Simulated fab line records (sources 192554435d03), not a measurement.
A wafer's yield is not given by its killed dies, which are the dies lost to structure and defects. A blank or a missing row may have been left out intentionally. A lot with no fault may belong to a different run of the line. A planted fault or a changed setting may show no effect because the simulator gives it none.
Split-lot trial / flow n5-finfet / on a route of 1938 steps: 7 lots, 39 wafers read

THE SPLIT
At N5_DUMMY_GATE_ETCH_31 (etches SiO2 in C4F6/O2, target depth 82.5 nm, time 27.5 s), the setting target-depth-a was moved away from the recipe's 825 angstrom on 15 of the 39 wafers read, by -27.0% to +37.0%. For the rest of the wafers, this setting stayed at what the recipe calls for.

Reading taken at the split's own step.

THE READING
SOC_of_DUMMY_GATE_COAT_34.thk-nm (the simulator's own value, which no gauge read), in nm, at N5_DUMMY_GATE_ETCH_31 (etches SiO2 in C4F6/O2, target depth 82.5 nm, time 27.5 s). There is no usual value for it anywhere in the file. The 24 wafers here that ran the recipe average 51.9 nm, standard deviation 0.21 nm.

wafer=L074.1; tool, chamber at the split=rie-diel-02, 1; target-depth-a as run, angstrom=825; against the recipe=recipe; SOC_of_DUMMY_GATE_COAT_34.thk-nm, nm=51.8; against lot-mates on the recipe=-
wafer=L074.2; tool, chamber at the split=rie-diel-02, 3; target-depth-a as run, angstrom=602; against the recipe=-27.0%; SOC_of_DUMMY_GATE_COAT_34.thk-nm, nm=54; against lot-mates on the recipe=+2.2
wafer=L074.3; tool, chamber at the split=rie-diel-02, 0; target-depth-a as run, angstrom=825; against the recipe=recipe; SOC_of_DUMMY_GATE_COAT_34.thk-nm, nm=51.8; against lot-mates on the recipe=-
wafer=L074.4; tool, chamber at the split=rie-diel-02, 2; target-depth-a as run, angstrom=602; against the recipe=-27.0%; SOC_of_DUMMY_GATE_COAT_34.thk-nm, nm=53.8; against lot-mates on the recipe=+2.0
wafer=L074.5; tool, chamber at the split=rie-diel-02, 0; target-depth-a as run, angstrom=825; against the recipe=recipe; SOC_of_DUMMY_GATE_COAT_34.thk-nm, nm=51.8; against lot-mates on the recipe=-
wafer=L074.6; tool, chamber at the split=rie-diel-02, 3; target-depth-a as run, angstrom=602; against the recipe=-27.0%; SOC_of_DUMMY_GATE_COAT_34.thk-nm, nm=54; against lot-mates on the recipe=+2.2
wafer=L078.1; tool, chamber at the split=rie-diel-02, 3; target-depth-a as run, angstrom=825; against the recipe=recipe; SOC_of_DUMMY_GATE_COAT_34.thk-nm, nm=51.8; against lot-mates on the recipe=-
wafer=L078.2; tool, chamber at the split=rie-diel-02, 0; target-depth-a as run, angstrom=825; against the recipe=recipe; SOC_of_DUMMY_GATE_COAT_34.thk-nm, nm=52; against lot-mates on the recipe=-
wafer=L078.3; tool, chamber at the split=rie-diel-02, 2; target-depth-a as run, angstrom=1119; against the recipe=+35.6%; SOC_of_DUMMY_GATE_COAT_34.thk-nm, nm=48.8; against lot-mates on the recipe=-3.1
wafer=L078.4; tool, chamber at the split=rie-diel-02, 1; target-depth-a as run, angstrom=1119; against the recipe=+35.6%; SOC_of_DUMMY_GATE_COAT_34.thk-nm, nm=49; against lot-mates on the recipe=-2.9
wafer=L078.5; tool, chamber at the split=rie-diel-02, 0; target-depth-a as run, angstrom=1119; against the recipe=+35.6%; SOC_of_DUMMY_GATE_COAT_34.thk-nm, nm=49; against lot-mates on the recipe=-2.9
wafer=L078.6; tool, chamber at the split=rie-diel-02, 1; target-depth-a as run, angstrom=825; against the recipe=recipe; SOC_of_DUMMY_GATE_COAT_34.thk-nm, nm=52; against lot-mates on the recipe=-
wafer=L093.1; tool, chamber at the split=rie-diel-02, 1; target-depth-a as run, angstrom=825; against the recipe=recipe; SOC_of_DUMMY_GATE_COAT_34.thk-nm, nm=51.8; against lot-mates on the recipe=-
wafer=L093.2; tool, chamber at the split=rie-diel-02, 2; target-depth-a as run, angstrom=825; against the recipe=recipe; SOC_of_DUMMY_GATE_COAT_34.thk-nm, nm=52; against lot-mates on the recipe=-
wafer=L093.3; tool, chamber at the split=rie-diel-02, 0; target-depth-a as run, angstrom=825; against the recipe=recipe; SOC_of_DUMMY_GATE_COAT_34.thk-nm, nm=52; against lot-mates on the recipe=-
wafer=L093.4; tool, chamber at the split=rie-diel-02, 0; target-depth-a as run, angstrom=825; against the recipe=recipe; SOC_of_DUMMY_GATE_COAT_34.thk-nm, nm=52; against lot-mates on the recipe=-
wafer=L093.5; tool, chamber at the split=rie-diel-02, 2; target-depth-a as run, angstrom=825; against the recipe=recipe; SOC_of_DUMMY_GATE_COAT_34.thk-nm, nm=52; against lot-mates on the recipe=-
wafer=L093.6; tool, chamber at the split=rie-diel-02, 1; target-depth-a as run, angstrom=825; against the recipe=recipe; SOC_of_DUMMY_GATE_COAT_34.thk-nm, nm=52.2; against lot-mates on the recipe=-
wafer=L094.1; tool, chamber at the split=rie-diel-05, 1; target-depth-a as run, angstrom=1130; against the recipe=+37.0%; SOC_of_DUMMY_GATE_COAT_34.thk-nm, nm=48.8; against lot-mates on the recipe=-3.3
wafer=L094.2; tool, chamber at the split=rie-diel-05, 3; target-depth-a as run, angstrom=825; against the recipe=recipe; SOC_of_DUMMY_GATE_COAT_34.thk-nm, nm=52.4; against lot-mates on the recipe=-
wafer=L094.3; tool, chamber at the split=rie-diel-05, 2; target-depth-a as run, angstrom=825; against the recipe=recipe; SOC_of_DUMMY_GATE_COAT_34.thk-nm, nm=51.8; against lot-mates on the recipe=-
wafer=L094.4; tool, chamber at the split=rie-diel-05, 0; target-depth-a as run, angstrom=825; against the recipe=recipe; SOC_of_DUMMY_GATE_COAT_34.thk-nm, nm=52; against lot-mates on the recipe=-
wafer=L094.5; tool, chamber at the split=rie-diel-05, 2; target-depth-a as run, angstrom=1130; against the recipe=+37.0%; SOC_of_DUMMY_GATE_COAT_34.thk-nm, nm=48.6; against lot-mates on the recipe=-3.5
wafer=L094.6; tool, chamber at the split=rie-diel-05, 1; target-depth-a as run, angstrom=1130; against the recipe=+37.0%; SOC_of_DUMMY_GATE_COAT_34.thk-nm, nm=48.6; against lot-mates on the recipe=-3.5
wafer=L095.1; tool, chamber at the split=rie-diel-02, 1; target-depth-a as run, angstrom=1031; against the recipe=+25.0%; SOC_of_DUMMY_GATE_COAT_34.thk-nm, nm=49.8; against lot-mates on the recipe=-2.0
wafer=L095.2; tool, chamber at the split=rie-diel-02, 0; target-depth-a as run, angstrom=825; against the recipe=recipe; SOC_of_DUMMY_GATE_COAT_34.thk-nm, nm=51.8; against lot-mates on the recipe=-
wafer=L095.3; tool, chamber at the split=rie-diel-02, 2; target-depth-a as run, angstrom=1031; against the recipe=+25.0%; SOC_of_DUMMY_GATE_COAT_34.thk-nm, nm=49.6; against lot-mates on the recipe=-2.2
wafer=L095.4; tool, chamber at the split=rie-diel-02, 1; target-depth-a as run, angstrom=825; against the recipe=recipe; SOC_of_DUMMY_GATE_COAT_34.thk-nm, nm=51.8; against lot-mates on the recipe=-
wafer=L095.5; tool, chamber at the split=rie-diel-02, 0; target-depth-a as run, angstrom=1031; against the recipe=+25.0%; SOC_of_DUMMY_GATE_COAT_34.thk-nm, nm=49.8; against lot-mates on the recipe=-2.0
wafer=L095.6; tool, chamber at the split=rie-diel-02, 2; target-depth-a as run, angstrom=825; against the recipe=recipe; SOC_of_DUMMY_GATE_COAT_34.thk-nm, nm=51.8; against lot-mates on the recipe=-
wafer=L096.2; tool, chamber at the split=rie-diel-06, 3; target-depth-a as run, angstrom=825; against the recipe=recipe; SOC_of_DUMMY_GATE_COAT_34.thk-nm, nm=52.2; against lot-mates on the recipe=-
wafer=L096.3; tool, chamber at the split=rie-diel-06, 1; target-depth-a as run, angstrom=825; against the recipe=recipe; SOC_of_DUMMY_GATE_COAT_34.thk-nm, nm=51.8; against lot-mates on the recipe=-
wafer=L096.6; tool, chamber at the split=rie-diel-06, 2; target-depth-a as run, angstrom=825; against the recipe=recipe; SOC_of_DUMMY_GATE_COAT_34.thk-nm, nm=51.6; against lot-mates on the recipe=-
wafer=L097.1; tool, chamber at the split=rie-diel-02, 2; target-depth-a as run, angstrom=825; against the recipe=recipe; SOC_of_DUMMY_GATE_COAT_34.thk-nm, nm=51.4; against lot-mates on the recipe=-
wafer=L097.2; tool, chamber at the split=rie-diel-02, 0; target-depth-a as run, angstrom=666.5; against the recipe=-19.2%; SOC_of_DUMMY_GATE_COAT_34.thk-nm, nm=53.2; against lot-mates on the recipe=+1.6
wafer=L097.3; tool, chamber at the split=rie-diel-02, 3; target-depth-a as run, angstrom=666.5; against the recipe=-19.2%; SOC_of_DUMMY_GATE_COAT_34.thk-nm, nm=53; against lot-mates on the recipe=+1.4
wafer=L097.4; tool, chamber at the split=rie-diel-02, 1; target-depth-a as run, angstrom=825; against the recipe=recipe; SOC_of_DUMMY_GATE_COAT_34.thk-nm, nm=51.8; against lot-mates on the recipe=-
wafer=L097.5; tool, chamber at the split=rie-diel-02, 3; target-depth-a as run, angstrom=666.5; against the recipe=-19.2%; SOC_of_DUMMY_GATE_COAT_34.thk-nm, nm=53; against lot-mates on the recipe=+1.4
wafer=L097.6; tool, chamber at the split=rie-diel-02, 2; target-depth-a as run, angstrom=825; against the recipe=recipe; SOC_of_DUMMY_GATE_COAT_34.thk-nm, nm=51.6; against lot-mates on the recipe=-

FIT RESULTS
A straight line over all 39 wafers: SOC_of_DUMMY_GATE_COAT_34.thk-nm changes by -0.0808 nm for each +1% of target-depth-a; r = -0.99; the points scatter about the line by 0.21 nm.
The same after taking each lot's own level away (the mean of its wafers on the recipe; 39 wafers): -0.0844 nm for each +1%; r = -0.99; scatter 0.16 nm.
That fit puts the effect of the largest move of target-depth-a on the reading at 3.1 nm.
The span of the lots' own levels, 51.60 to 52.07 nm, comes to 2.2 times the standard deviation stated above.
The two slopes are in agreement: the lot-to-lot level therefore moves the slope only a little.
Check: with one of the wafers moved furthest among these (+37.0%) left out of the fit, the line predicts -3.15 nm for it against its lot-mates. It came out at -3.27 nm against them.

THESE WAFERS: OTHER SPLITS
Other splits were also applied to these wafers ahead of the reading. Each is held against what the fit with the lots' levels taken away leaves over:
other split on the same wafers=N5_FIN_SAQP_ALD_61 ald-cycles; wafers away from the commonest value=15; r with SOC_of_DUMMY_GATE_COAT_34.thk-nm (lot level and that fit taken away)=-0.18

THE WHOLE CHAIN: every reading that the file lists as answering this split, in the file's order
step=N5_DUMMY_GATE_ETCH_31; what it does=etches SiO2 in C4F6/O2, target depth 82.5 nm, time 27.5 s; reading=etch.depth-nm (the simulator's own value, which no gauge read); change (the file's fit)=+0.81 nm for each +1% of the setting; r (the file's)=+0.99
step=N5_DUMMY_GATE_ETCH_31; what it does=etches SiO2 in C4F6/O2, target depth 82.5 nm, time 27.5 s; reading=SOC_of_DUMMY_GATE_COAT_34.thk-nm (the simulator's own value, which no gauge read); change (the file's fit)=-0.0849 nm for each +1% of the setting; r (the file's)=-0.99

FILE'S OWN FIT
SOC_of_DUMMY_GATE_COAT_34.thk-nm changes by -0.0849 nm for each +1% of target-depth-a, r = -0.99.
